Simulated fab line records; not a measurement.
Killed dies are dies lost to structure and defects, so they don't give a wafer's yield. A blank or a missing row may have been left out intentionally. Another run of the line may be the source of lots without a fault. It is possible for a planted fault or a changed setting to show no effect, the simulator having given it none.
fab line records | flow nand_harc
[record] lots = 6 wafers = 17 last_day = 23
route steps=1159 shown A_SGD_CUT@750 END@1159
lots that met no fault: from a run of the same line without faults
start_h: hours from the record's first day to the start of the lot's first wafer shown | wait_h: hours elapsed since this lot's preceding step | " unchanged from the row above | L1.1+2: a row that stands for several wafers | - value missing, or start not given | * or withheld: withheld | < > ~ a bound
route shown NAME@n: names a module that has steps shown in the file, with the first one's number in the route | usual: mean and standard deviation over wafers with no fault | same: alike in all rows | chamber/n: place in a boat | sites: per-site readings | _std_site: standard deviation across them | _edge_site: mean of outer sites minus mean of inner sites | radius_mm: how far each site lies from the wafer's centre | mask NAME#n: copy n | behind: the tool/chamber that last shaped the wafer | hold: what put the lot on hold/how long, in hours/how the hold closed | device: which transistor (n, p or np) failed to switch | end of line: the tests these same wafers got at the end of their route | a step given without rows: its recipe and nothing more | killed: count of dies lost to structure and defects at first sort (not the wafer's yield) | map: the dies of a wafer, with x for killed, . for not killed, _ for no die there
set.NAME: the run value of the setting; set.NAME@STEP: its run value at that earlier step | model.NAME: the simulator's own value behind a step, which no gauge read
lots at some steps of the route; a table a step, a row a wafer
services: the hour from which a tool's chamber was out of use, counted from the record's first day as start_h (under 0 if before that day), plus the number of hours and why
[[steps]]
[step NHARC_A_SGD_CUT_COAT_56]
[recipe] temp_c = 260 time_s = 75
[step NHARC_A_SGD_CUT_COAT_57]
[recipe] temp_c = 225 time_s = 65
[step NHARC_A_SGD_CUT_COAT_03]
[recipe] spin_rpm = 1500 resist_thk_nm = 90
[step NHARC_A_SGD_CUT_SOFTBAKE_04]
[recipe] temp_c = 105 time_s = 55
[step NHARC_A_SGD_CUT_EBR_05]
[step NHARC_A_SGD_CUT_EXPOSE_06]
[recipe] na = 1.35 dose_mj = 85.59 mask_id = SGD
[step NHARC_A_SGD_CUT_PEB_07]
[recipe] peb_temp_c = 100 peb_time_s = 65
[step NHARC_A_SGD_CUT_DEVELOP_08]
[recipe] develop_time_s = 35 dev_temp_c = 23
[step NHARC_A_SGD_CUT_CD_MEAS_09]
[recipe] target_cd_nm = 100 landing_energy_ev = 500
[usual] cd_nm = 100.0/0.56
// columns lot.wafer tool chamber start_h wait_h cd_nm
L665.3 cd_sem-01 0 358.28 - 100.9
L665.4 " 0 " " 101.1
L665.6 " 0 " " 100.7
L669.2 cd_sem-02 0 370.57 - 100.9
L669.3 " 0 " " 99.9
L669.4 " 0 " " 99.9
L672.1 cd_sem-03 0 389.41 - 100.7
L672.3 " 0 " " 99.7
L672.5 " 0 " " 100.3
L673.1 cd_sem-01 0 390.93 - 99.7
L673.2 " 0 " " 99.1
L674.1 cd_sem-03 0 408.15 - 99.2
L674.3 " 0 " " 99.7
L674.5 " 0 " " 100.4
L675.2 cd_sem-03 0 410.11 - 100.0
L675.4 " 0 " " 101.0
L675.5 " 0 " " 100.3
[step NHARC_A_SGD_CUT_OVL_MEAS_10]
[usual] overlay_x_nm = 0.0/0.75 overlay_y_nm = 0.2/0.82
// columns lot.wafer tool chamber start_h wait_h overlay_x_nm overlay_y_nm
L665.3 overlay-02 - 358.36 - -0.6 1.3
L665.4 " - " " -0.1 1.2
L665.6 " - " " -0.1 1.2
L669.2 overlay-01 - 370.65 - 1.0 -0.2
L669.3 " - " " 0.8 -0.3
L669.4 " - " " 1.1 0.2
L672.1 overlay-02 - 389.50 - 0.2 -1.1
L672.3 " - " " 0.0 -0.7
L672.5 " - " " -0.6 -0.3
L673.1 overlay-01 - 391.02 - -0.5 -0.6
L673.2 " - " " -0.8 -0.5
L674.1 overlay-01 - 408.23 - -0.5 -0.7
L674.3 " - " " -0.8 -0.8
L674.5 " - " " -0.8 -0.9
L675.2 overlay-01 - 410.19 - -0.6 0.7
L675.4 " - " " -0.8 0.8
L675.5 " - " " -1.1 1.2
[step NHARC_A_SGD_CUT_INSPECT_11]
[usual] raw_defect_count = 18/9.3
// columns lot.wafer tool chamber start_h wait_h raw_defect_count
L665.3 defect_inspect-02 - 358.40 0.0 10
L665.4 " - " " 6
L665.6 " - " " 16
L669.2 defect_inspect-02 - 370.69 0.0 4
L669.3 " - " " 4
L669.4 " - " " 6
L672.1 defect_inspect-01 - 389.53 0.0 8
L672.3 " - " " 8
L672.5 " - " " 15
L673.1 defect_inspect-01 - 391.06 0.0 29
L673.2 " - " " 32
L674.1 defect_inspect-01 - 408.27 0.0 12
L674.3 " - " " 6
L674.5 " - " " 10
L675.2 defect_inspect-01 - 410.23 0.0 22
L675.4 " - " " 16
L675.5 " - " " 39
[step NHARC_A_SGD_CUT_DESCUM_14]
[recipe] time_s = 3 o2_flow_sccm = 200 ar_flow_sccm = 0 bias_power_w = 0 chemistry = O2
[usual] chamber_pressure_mTorr = 60.00/0.06 drypump_motor_current_A = 5.8/0.54 mfc_ar_sccm = 0.008/0.0097 o2_flow_sccm = 200.0/0.59 oes_product_au = 0.996/0.012 rf_vpp_V = 57.7/0.95 showerhead_plenum_p_Torr = 1.88/0.076 throttle_valve_pct = 11.312/0.0093
[same] time_s = 3
// columns lot.wafer tool chamber start_h wait_h chamber_pressure_mTorr drypump_motor_current_A mfc_ar_sccm o2_flow_sccm oes_product_au rf_hours_counter_h rf_vpp_V showerhead_plenum_p_Torr throttle_valve_pct
L665.3 rie_diel-01 3 358.46 0.1 60.05 5.8 0.024 200.2 1.005 5 57.6 1.82 11.318
L665.6 " 0 " " 59.98 5.3 0 199.8 1.013 - 56.4 1.79 11.310
L665.4 " 1 " " 59.93 6.6 0 201.0 1.001 - 57.5 1.89 11.324
L669.3 rie_diel-05 2 370.76 0.1 59.97 5.5 0.012 199.9 1.001 1 57.1 1.99 11.302
L669.4 " 3 " " 60.16 6.2 0.007 200.7 0.988 1 57.3 1.85 11.315
L669.2 " 0 " " 60.01 6.4 0 200.7 0.979 1 58.2 1.92 11.302
L672.1 rie_diel-13 0 389.61 0.1 59.91 5.9 0.016 198.4 0.996 9 55.6 1.79 11.306
L672.3 " 1 " " 60.03 4.8 0.003 199.7 0.999 9 57.7 1.85 11.308
L672.5 " 3 " " 59.93 5.4 0 200.2 0.999 - 58.4 1.83 11.313
L673.1 rie_diel-05 3 391.13 0.1 59.87 6.2 0.007 200.8 0.989 3 56.9 1.85 11.303
L673.2 " 0 " " 59.97 6.4 0 198.8 0.974 4 57.5 1.92 11.309
L674.1 rie_diel-13 0 408.33 0.1 60.04 5.9 0.016 199.6 0.985 10 58.5 1.79 11.318
L674.3 " 3 " " 60.04 5.4 0 200.1 1.003 10 57.8 1.83 11.296
L674.5 " 0 " " 59.90 5.9 0.016 201.0 0.982 - 57.2 1.79 11.307
L675.2 rie_diel-05 1 410.29 0.1 60.18 6.3 0 201.3 0.986 4 59.2 2.00 11.316
L675.4 " 3 " " 59.98 6.2 0.007 200.3 0.982 5 56.5 1.85 11.323
L675.5 " 2 " " 60.03 5.5 0.012 200.2 1.001 - 57.4 1.99 11.319
[step NHARC_A_SGD_CUT_ETCH_58]
[recipe] target_depth_a = 390 over_etch_frac = 0.3 time_s = 65 ion_energy_ev = 80 cf4_flow_sccm = 150 ar_flow_sccm = 0 rf_w = 300 bias_w = 100 chemistry = CF4
[usual] chamber_pressure_mTorr = 50.00/0.04 drypump_motor_current_A = 5.8/0.54 mfc_ar_sccm = 0.008/0.0097 oes_product_au = 0.997/0.012 rf_vpp_V = 151.0/1.2 showerhead_plenum_p_Torr = 1.74/0.066 throttle_valve_pct = 13.285/0.0091
[same] time_s = 65
// columns lot.wafer tool chamber start_h wait_h chamber_pressure_mTorr drypump_motor_current_A mfc_ar_sccm oes_product_au rf_hours_counter_h rf_vpp_V showerhead_plenum_p_Torr throttle_valve_pct
L665.3 rie_diel-01 1 358.56 0.1 50.02 6.6 0 0.995 4 149.6 1.75 13.279
L665.4 " 1 " " 50.01 6.6 0 1.004 - 151.7 1.75 13.286
L665.6 " 3 " " 50.01 5.9 0.024 1.007 - 150.0 1.69 13.288
L669.3 rie_diel-05 3 370.84 0.1 50.06 6.2 0.007 0.990 1 151.7 1.71 13.286
L669.4 " 1 " " 50.11 6.4 0 0.986 1 154.4 1.85 13.275
L669.2 " 2 " " 50.02 5.5 0.012 0.998 1 151.9 1.83 13.296
L672.3 rie_diel-13 1 389.69 0.1 49.98 4.8 0.003 1.005 9 148.4 1.71 13.270
L672.1 " 3 " " 49.98 5.4 0 1.004 9 150.1 1.70 13.297
L672.5 " 1 " " 50.00 4.8 0.003 1.006 - 149.9 1.71 13.268
L673.1 rie_diel-05 1 391.21 0.1 49.98 6.3 0 0.805 3 152.4 1.85 13.275
L673.2 " 3 " " 50.02 6.2 0.007 0.799 3 150.9 1.71 13.285
L674.3 rie_diel-13 1 408.42 0.1 50.00 4.8 0.003 0.994 9 151.8 1.71 13.294
L674.1 " 0 " " 49.93 5.8 0.016 0.983 10 150.6 1.66 13.278
L674.5 " 2 " " 50.05 5.3 0.029 1.002 - 152.1 1.84 13.282
L675.2 rie_diel-05 2 410.38 0.1 49.97 5.4 0.012 0.805 5 152.2 1.83 13.279
L675.4 " 3 " " 50.04 6.2 0.007 0.987 5 150.6 1.71 13.278
L675.5 " 1 " " 50.03 6.4 0 0.991 - 152.6 1.85 13.288
[step NHARC_A_SGD_CUT_ETCH_59]
[recipe] target_depth_a = 2600 over_etch_frac = 0.25 time_s = 406.25 ion_energy_ev = 200 n2_flow_sccm = 150 h2_flow_sccm = 150 ar_flow_sccm = 0 rf_w = 400 bias_w = 150 chemistry = N2/H2
[usual] chamber_pressure_mTorr = 30.00/0.03 drypump_motor_current_A = 5.8/0.54 h2_flow_sccm = 150.0/0.51 mfc_ar_sccm = 0.008/0.01 oes_product_au = 0.995/0.012 rf_vpp_V = 429.8/2.6 showerhead_plenum_p_Torr = 2.01/0.085 throttle_valve_pct = 14.169/0.0091
[same] time_s = 406.25
// columns lot.wafer tool chamber start_h wait_h chamber_pressure_mTorr drypump_motor_current_A h2_flow_sccm mfc_ar_sccm oes_product_au rf_hours_counter_h rf_vpp_V showerhead_plenum_p_Torr throttle_valve_pct
L665.3 rie_diel-01 1 - - 29.99 6.6 149.1 0 1.017 4 430.1 2.01 14.161
L665.6 " 1 " " 29.97 6.6 149.3 0 1.001 - 430.3 2.01 14.156
L665.4 " 3 " " 29.97 5.9 150.5 0.024 1.002 - 428.9 1.94 14.155
L669.2 rie_diel-05 1 - - 30.03 6.4 149.9 0 0.981 1 433.2 2.14 14.169
L669.4 " 3 " " 30.01 6.2 150.1 0.007 0.984 1 428.9 1.97 14.180
L669.3 " 0 " " 29.95 6.4 149.3 0 0.984 1 431.8 2.04 14.160
L672.3 rie_diel-13 2 - - 30.03 5.3 149.5 0.029 1.002 8 431.8 2.14 14.163
L672.1 " 0 " " 29.97 5.9 150.3 0.016 0.985 9 426.6 1.90 14.167
L672.5 " 3 " " 29.98 5.4 149.3 0 0.999 - 428.0 1.95 14.177
L673.1 rie_diel-05 3 - - 30.01 6.2 150.9 0.007 0.981 4 428.8 1.97 14.155
L673.2 " 1 " " 29.99 6.4 150.0 0 0.983 3 433.2 2.14 14.146
L674.3 rie_diel-13 2 - - 30.04 5.4 150.3 0.029 0.998 9 433.1 2.14 14.185
L674.1 " 0 " " 30.00 5.9 150.8 0.016 0.982 10 425.9 1.90 14.169
L674.5 " 2 " " 30.04 5.3 150.2 0.029 1.000 - 433.9 2.14 14.165
L675.2 rie_diel-05 1 - - 30.05 6.4 150.8 0 0.973 5 433.6 2.14 14.167
L675.4 " 3 " " 29.99 6.2 150.5 0.007 0.977 5 429.0 1.97 14.165
L675.5 " 1 " " 30.02 6.4 149.7 0 0.968 - 434.5 2.14 14.179
[step NHARC_END_SORT_01]
[recipe] temp_c = 25
[usual] killed_at_array = 29/8.4 killed_at_other = 0.7/1.2 killed_at_periphery = 3.8/2.1 killed_dies = 33/9 killed_open = 3.4/2 killed_short = 2.1/1.4
[same] gross_dies = 677
// columns lot.wafer tool chamber start_h wait_h killed_at_array killed_at_other killed_at_periphery killed_dies killed_open killed_short
L665.3 prober-02 0 512.70 3.1 22 0 1 23 2 0
L665.4 prober-02 0 513.50 3.4 22 0 2 24 5 0
L665.6 prober-02 0 515.11 4.0 29 1 3 33 1 0
L673.1 prober-02 0 534.46 2.5 616 0 2 618 5 1
L673.2 prober-02 0 535.26 2.8 626 0 2 628 3 2
L672.1 prober-01 0 534.61 2.5 27 2 2 31 4 1
L672.3 prober-01 0 536.23 3.1 28 1 7 36 11 2
L672.5 prober-01 0 537.86 3.7 28 0 0 28 2 1
L675.2 prober-01 0 543.28 2.8 587 1 4 592 5 5
L675.4 prober-01 0 544.88 3.4 23 2 5 30 5 1
L675.5 prober-01 0 545.68 3.7 33 2 7 42 3 4
// killed by level:class
L665.3 A_SLIT:chamber_film_flake=12 A_CHANNEL_HOLE_D1:chamber_film_flake=4 A_STAIRCASE:chamber_film_flake=3 A_CONTACT:geometric_particle:open=2 P_CONTACT:chamber_film_flake=1 A_WL_FILL:chamber_film_flake=1
L665.4 A_SLIT:chamber_film_flake=11 A_CONTACT:chamber_film_flake=3 A_CONTACT:geometric_particle:open=2 A_STAIRCASE:chamber_film_flake=2 P_M0:geometric_particle:open=1 A_SGD_CUT:geometric_particle:open=1 A_WL_FILL:geometric_particle:open=1 P_CONTACT:chamber_film_flake=1
L665.6 A_SLIT:chamber_film_flake=14 A_CHANNEL_HOLE_D1:chamber_film_flake=8 P_CONTACT:chamber_film_flake=2 A_CHANNEL_FILL_D1:chamber_film_flake=2 A_WL_FILL:chamber_film_flake=2 A_CHANNEL_FILL_D1:geometric_particle:open=1 P_STI:chamber_film_flake=1 A_ZERO_WELL:chamber_film_flake=1
L673.1 A_SGD_CUT:area_etch=588 A_CHANNEL_HOLE_D1:chamber_film_flake=20 A_WL_FILL:geometric_particle:open=2 A_M1:chamber_film_flake=2 P_STI:geometric_particle:short=1 P_M0:geometric_particle:open=1 A_CONTACT:geometric_particle:open=1 A_M0:geometric_particle:open=1
L672.1 A_SLIT:chamber_film_flake=11 A_CHANNEL_HOLE_D1:chamber_film_flake=6 A_WL_FILL:chamber_film_flake=3 A_M0:geometric_particle:open=2 A_STAIRCASE:chamber_film_flake=2 THIN_TSV:chamber_film_flake=2 P_GATE:geometric_particle:open=1 A_SOURCE_PLATE:geometric_particle:short=1
L673.2 A_SGD_CUT:area_etch=600 A_CHANNEL_HOLE_D1:chamber_film_flake=17 A_STAIRCASE:chamber_film_flake=3 A_WL_FILL:geometric_particle:open=2 P_M0:geometric_particle:short=1 A_CHANNEL_FILL_D1:geometric_particle:open=1 A_CHANNEL_FILL_D1:geometric_particle:short=1 P_GATE:chamber_film_flake=1
L672.3 A_SLIT:chamber_film_flake=13 A_CHANNEL_HOLE_D1:chamber_film_flake=4 P_M0:geometric_particle:open=3 A_CONTACT:chamber_film_flake=3 P_GATE:geometric_particle:open=2 P_CONTACT:geometric_particle:open=2 A_ONON_D1:geometric_particle:open=2 A_CHANNEL_FILL_D1:geometric_particle:short=1
L672.5 A_SLIT:chamber_film_flake=16 A_CHANNEL_HOLE_D1:chamber_film_flake=4 A_STAIRCASE:chamber_film_flake=3 A_CONTACT:chamber_film_flake=2 A_CHANNEL_FILL_D1:geometric_particle:short=1 A_CONTACT:geometric_particle:open=1 A_M0:geometric_particle:open=1
L675.2 A_SGD_CUT:area_etch=562 A_CHANNEL_HOLE_D1:chamber_film_flake=15 A_ONON_D1:geometric_particle:short=2 A_STAIRCASE:chamber_film_flake=2 P_CONTACT:geometric_particle:short=1 P_M0:geometric_particle:open=1 A_CHANNEL_FILL_D1:geometric_particle:short=1 A_SLIT:geometric_particle:open=1
L675.4 A_CHANNEL_HOLE_D1:chamber_film_flake=14 A_CONTACT:chamber_film_flake=3 P_CONTACT:geometric_particle:open=2 THIN_TSV:chamber_film_flake=2 P_CONTACT:geometric_particle:short=1 P_M0:geometric_particle:open=1 A_WL_FILL:geometric_particle:open=1 A_BLC:geometric_particle:open=1
L675.5 A_CHANNEL_HOLE_D1:chamber_film_flake=24 P_GATE:chamber_film_flake=2 A_ZERO_WELL:chamber_film_flake=2 A_CONTACT:chamber_film_flake=2 THIN_TSV:chamber_film_flake=2 P_CONTACT:geometric_particle:short=1 P_CONTACT:geometric_particle:open=1 P_M1:geometric_particle:open=1
// map L673.2 (x killed, . not)
____________x____________
_________xxxxxxx_________
_______xxxxxxx.xx._______
______xx.xxxxxxxxxx______
_____xxxxxxxx.xxxx.x_____
____xxxxxxxxxxxx.xxxx____
____xx.xxxxxxxxxxxxxx____
___xxxxxx.xxxxx.xxxxxx___
___xxx.xxxxxxxxxxxxxx.___
__xxxxxxxx.xxxxxxxxxxxx__
__xxxxxx.xxxxxxxxxxxxxx__
_xxxxxxx.xxx.xxxxxxxxxxx_
_xxxxxxxxxxx..x.xxx.xxxx_
_xxxxxxxxxxxxxx.xxxxxxxx_
_.xxxx.xxxxxxxx.xxxxxxx._
_xx.xxxxxxxxx.xxxxxx.xxx_
xx.xxxxxxxxxxxxxxxxxxxx.x
xxxxxxxxxxxxxxxxxxxxxxxxx
xxxxxxxxxxxxxxxxxxxxxxxxx
x.xx.xxx.xxxxxxxxxxxxxxxx
xxxxx.xxxxxxxxxxxxxxx.xxx
_x.xxxxxxxxxxxxxxxxxxxx._
_xxxxxxxxx.xxxxxxxxxxxxx_
_xxxxxxxxxxxxxxxxxxxxxxx_
_.xx.xxx.xxxxxxxxxxxxxxx_
_.xxxx.xxxxxxxxxxxxxxxxx_
__xx.xxxxxxxxxxx.xxxxxx__
__xxxxxxxxxxxxxxxxxxxxx__
___xxxxx.xxxxxxxxx.xxx___
___x.xxxxxxxxxxxxxxxxx___
____xxxxxxxx.xxxxxxxx____
____xxxxxxxxxxxx.xxxx____
_____xxxxxxxxxxxxxxx_____
______xxxxxxxxxxxxx______
_______xxxxxxxxxxx_______
_________xxxxxxx_________
____________x____________
// map L675.2 (x killed, . not)
____________x____________
_________xxxxxxx_________
_______xxxxxxxxxxx_______
______xxxxxxxxxxxxx______
_____xxxxxxxxxxxxxxx_____
____xxxxxxxxxxxxxxxxx____
____xxxxxxxxxxxxxxxxx____
___xxxxxxxxxxxxxxxxxxx___
___xxxxxxx.xxxxxxxxxxx___
__xxxxxxxxxxxxx.xxxxxxx__
__xxxxxxxxx.xxxx.xxxxxx__
_xxxxxxxxxx.xxxxx.xxxxxx_
_xxxxx..xxxxx.xxxxxx.xxx_
_xxxxxx.x...x.xxxx..xxxx_
_xxxxxxxx..x.xxx..xxxxxx_
_xxxxx.xx..xxxxx.xxxxxxx_
xxxxxxxx.x.xx..xxxxx.xxxx
xxxxx.xxxxx.x.xxxxxxxx.xx
xxxxxxxxxx.xx..x.xxxxxxxx
xxxxxxxxxx.xxxxxxxx.xxxxx
xxxxx.xxxx.xx..xx.xxxxx.x
_xxxxxxx.x.....xxxxx.xxx_
_xxxxxx.xx....x.x.xxxxxx_
_xxxxxxxxxxxxx.xxxxxxxxx_
_xxxxxxx.xx.xx.xx..xxxxx_
_xxxxxxxxxx..xxx.xxxxxxx_
__xxxxxxxxxxxx.xx.xxxxx__
__xxxxxx.xxxx.x..xxxxxx__
___xxxx.xxx.xxxxx.xxxx___
___xxxxxxxx.x.xx.xxxxx___
____xxxxxxxxxxxxxxxxx____
____xxxxxx.xxxxxxxxxx____
_____xxxxxxxx.xxxxxx_____
______xxxxxxxxxxxxx______
_______xxx.xxxxxxx_______
_________xxxxxxx_________
____________x____________
[[services]]
// columns tool chamber start_h hours kind
rie_diel-05 - 340.80 9.0 pm
rie_diel-05 0 340.80 9.0 vent_cycle
rie_diel-05 1 340.80 9.0 vent_cycle
rie_diel-05 2 340.80 9.0 vent_cycle
rie_diel-05 3 340.80 9.0 vent_cycle
rie_diel-05 0 349.80 - clean
rie_diel-05 1 349.80 - clean
rie_diel-05 2 349.80 - clean
rie_diel-05 3 349.80 - clean
rie_diel-01 2 352.27 9.4 repair
rie_diel-13 0 358.62 - clean
rie_diel-13 1 358.62 - clean
rie_diel-13 2 358.62 - clean
rie_diel-13 3 358.62 - clean
rie_diel-05 0 374.30 - clean
rie_diel-05 1 374.30 - clean
rie_diel-05 2 374.30 - clean
rie_diel-05 3 374.30 - clean
rie_diel-05 0 398.80 - clean
rie_diel-05 1 398.80 - clean
rie_diel-05 2 398.80 - clean
rie_diel-05 3 398.80 - clean
rie_diel-01 2 400.87 3.2 repair
rie_diel-05 - 402.94 0.5 repair
[[key]]
[first_sign] step = NHARC_A_SGD_CUT_ETCH_58 reading = oes_product_au direction = down sigmas = 16 usual = 0.997 struck = 0.803
[effect] step = NHARC_END_SORT_01 reading = killed_at_array direction = up sigmas = 69 usual = 29 struck = 610
[more_kills_born_at] NHARC_A_SGD_CUT_ETCH_58@rie_diel-05 = 1750
met_at NHARC_A_SGD_CUT_ETCH_58
struck_wafers L673.1,L673.2,L675.2
later_rows_left_out L673.1,L673.2,L675.2
tester_left_out L673,L675
onset_between 370.84 391.21
[fault] kind = process_parameter_drift tool = rie_diel-05 chamber = - onset_h = 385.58 steps = NHARC_A_SGD_CUT_ETCH_58 channel = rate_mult offset = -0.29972 shape = step end_h = 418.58 scope = struck_wafers_only
// tester_left_out: of these lots the tester's yield and bins aren't shown, on N5 and GAA mostly nor the transistor test; their killed dies are dies lost to structure and defects alone, not to doping, threshold or leakage, so they don't give the yield
// later_rows_left_out: the simulator's readings of these wafers behind a module that went badly wrong aren't trusted and aren't shown, but for the sort
